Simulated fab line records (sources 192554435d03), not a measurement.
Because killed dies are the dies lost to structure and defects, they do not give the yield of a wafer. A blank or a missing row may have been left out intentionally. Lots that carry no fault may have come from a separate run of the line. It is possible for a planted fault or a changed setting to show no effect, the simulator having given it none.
What tool caused it? :: flow n5Finfet :: Sampling: 10 lots, 30 wafers, 5 of 1938 route steps

== WHAT THE GAUGES SHOWED, per wafer ==
N5_SD_EPI_N_EPI_MEAS_23.
lot: L117
measured: day 3 06:20
on: filmMetro-01
thkNm (nm): 59.4 58.6 58.4

lot: L118
measured: day 3 12:21
on: filmMetro-01
thkNm (nm): 60.8 58.1 58.7

lot: L120
measured: day 4 02:11
on: filmMetro-02
thkNm (nm): 59.1 59.8 59.1

lot: L127
measured: day 5 17:44
on: filmMetro-01
thkNm (nm): 53.9 54.8 51.6

lot: L128
measured: day 5 23:10
on: filmMetro-02
thkNm (nm): 55.5 53.8 53.0

lot: L132
measured: day 6 23:42
on: filmMetro-02
thkNm (nm): 58.3 56.9 58.8

lot: L133
measured: day 7 02:27
on: filmMetro-01
thkNm (nm): 58.6 61.9 60.7

lot: L138
measured: day 8 15:35
on: filmMetro-01
thkNm (nm): 58.6 56.3 61.3

lot: L140
measured: day 8 23:43
on: filmMetro-01
thkNm (nm): 60.1 58.6 59.3

lot: L139
measured: day 9 00:46
on: filmMetro-02
thkNm (nm): 60.7 60.6 59.8

== WHICH TOOL RAN EACH LOT (tool, then ch and the chambers of the sampled wafers, then the start) ==
lot: L117
N5_DUMMY_GATE_HM_OPEN_21: rieDiel-01 ch 0,1, day 3 00:35
N5_SD_EPI_N_ETCH_34: rieDiel-03 ch 1,2, day 3 02:58
N5_SD_EPI_N_ETCH_16: rieDiel-03 ch 1,2, day 3 03:33
N5_SD_EPI_N_EPI_21: epiRpcvd-01 ch 0, day 3 05:27

lot: L118
N5_DUMMY_GATE_HM_OPEN_21: rieDiel-02 ch 0,3, day 3 07:10
N5_SD_EPI_N_ETCH_34: rieDiel-03 ch 0,1,3, day 3 08:57
N5_SD_EPI_N_ETCH_16: rieDiel-03 ch 0,1,3, day 3 09:32
N5_SD_EPI_N_EPI_21: epiRpcvd-03 ch 0, day 3 10:37

lot: L120
N5_DUMMY_GATE_HM_OPEN_21: rieDiel-06 ch 1,2,3, day 3 18:29
N5_SD_EPI_N_ETCH_34: rieDiel-04 ch 0,1, day 3 21:04
N5_SD_EPI_N_ETCH_16: rieDiel-04 ch 0,1, day 3 21:39
N5_SD_EPI_N_EPI_21: epiRpcvd-02 ch 0, day 3 23:09

lot: L127
N5_DUMMY_GATE_HM_OPEN_21: rieDiel-01 ch 0,1,2, day 5 12:21
N5_SD_EPI_N_ETCH_34: rieDiel-03 ch 1,2, day 5 14:06
N5_SD_EPI_N_ETCH_16: rieDiel-03 ch 1,2, day 5 14:58
N5_SD_EPI_N_EPI_21: epiRpcvd-02 ch 0, day 5 16:52

lot: L128
N5_DUMMY_GATE_HM_OPEN_21: rieDiel-06 ch 2,3, day 5 17:26
N5_SD_EPI_N_ETCH_34: rieDiel-03 ch 1,2, day 5 19:28
N5_SD_EPI_N_ETCH_16: rieDiel-03 ch 1,2, day 5 20:21
N5_SD_EPI_N_EPI_21: epiRpcvd-02 ch 0, day 5 21:43

lot: L132
N5_DUMMY_GATE_HM_OPEN_21: rieDiel-02 ch 0,3, day 6 17:32
N5_SD_EPI_N_ETCH_34: rieDiel-03 ch 1,2,3, day 6 19:36
N5_SD_EPI_N_ETCH_16: rieDiel-03 ch 1,2,3, day 6 20:11
N5_SD_EPI_N_EPI_21: epiRpcvd-03 ch 0, day 6 21:25

lot: L133
N5_DUMMY_GATE_HM_OPEN_21: rieDiel-06 ch 2,3, day 6 21:17
N5_SD_EPI_N_ETCH_34: rieDiel-04 ch 1,2,3, day 6 23:05
N5_SD_EPI_N_ETCH_16: rieDiel-04 ch 1,2,3, day 6 23:40
N5_SD_EPI_N_EPI_21: epiRpcvd-01 ch 0, day 7 01:17

lot: L138
N5_DUMMY_GATE_HM_OPEN_21: rieDiel-01 ch 0,2,3, day 8 10:17
N5_SD_EPI_N_ETCH_34: rieDiel-05 ch 1,2,3, day 8 12:10
N5_SD_EPI_N_ETCH_16: rieDiel-05 ch 1,2,3, day 8 12:45
N5_SD_EPI_N_EPI_21: epiRpcvd-03 ch 0, day 8 13:53

lot: L140
N5_DUMMY_GATE_HM_OPEN_21: rieDiel-06 ch 1,2,3, day 8 18:38
N5_SD_EPI_N_ETCH_34: rieDiel-03 ch 1,3, day 8 20:22
N5_SD_EPI_N_ETCH_16: rieDiel-03 ch 1,3, day 8 20:57
N5_SD_EPI_N_EPI_21: epiRpcvd-02 ch 0, day 8 22:17

lot: L139
N5_DUMMY_GATE_HM_OPEN_21: rieDiel-06 ch 0,3, day 8 19:37
N5_SD_EPI_N_ETCH_34: rieDiel-05 ch 1,2,3, day 8 21:23
N5_SD_EPI_N_ETCH_16: rieDiel-05 ch 1,2,3, day 8 21:58
N5_SD_EPI_N_EPI_21: epiRpcvd-01 ch 0, day 8 23:36
- N5_DUMMY_GATE_HM_OPEN_21: chemistry CH3F/O2, target SiNx, target depth 120 nm, time 171.4 s.
- N5_SD_EPI_N_ETCH_34: etches SiARC in CF4, target depth 45.5 nm, time 75.8 s.
- N5_SD_EPI_N_ETCH_16: etches SiO2 in CHF3/O2, target depth 5 nm.
- N5_SD_EPI_N_EPI_21: deposits Si:P, time 690 s.

== THE ANSWER, worked out from the rows above alone ==
Rule: what is usual is taken from the lots themselves. The widest of any qualifying gaps counts: lots, ordered by their means at a reading, are off when they make up no more than a third of the lots, leave a main group of 4 or more, and stand apart from it by 3 or more times the standard deviation of that group's means. A main group is skipped when, at the precision printed for the reading in the tables above, its means are all equal. A lot without any number at a reading at which 4 lots or more have one is off too. Where the step has rows for the other lots, those lots are counted as sound.
Off: L127, L128 (N5_SD_EPI_N_EPI_MEAS_23, thkNm). Mean 59.3 nm and standard deviation 0.76 in the main group.
A tool fits if, at a process step before that reading, it ran every lot that is off, and no sound lot after the first of them. Those tools and the gauges at N5_SD_EPI_N_EPI_MEAS_23 are tried in the same way. None of those tried fits.

== WHAT THE SIMULATOR HAD INSERTED ==
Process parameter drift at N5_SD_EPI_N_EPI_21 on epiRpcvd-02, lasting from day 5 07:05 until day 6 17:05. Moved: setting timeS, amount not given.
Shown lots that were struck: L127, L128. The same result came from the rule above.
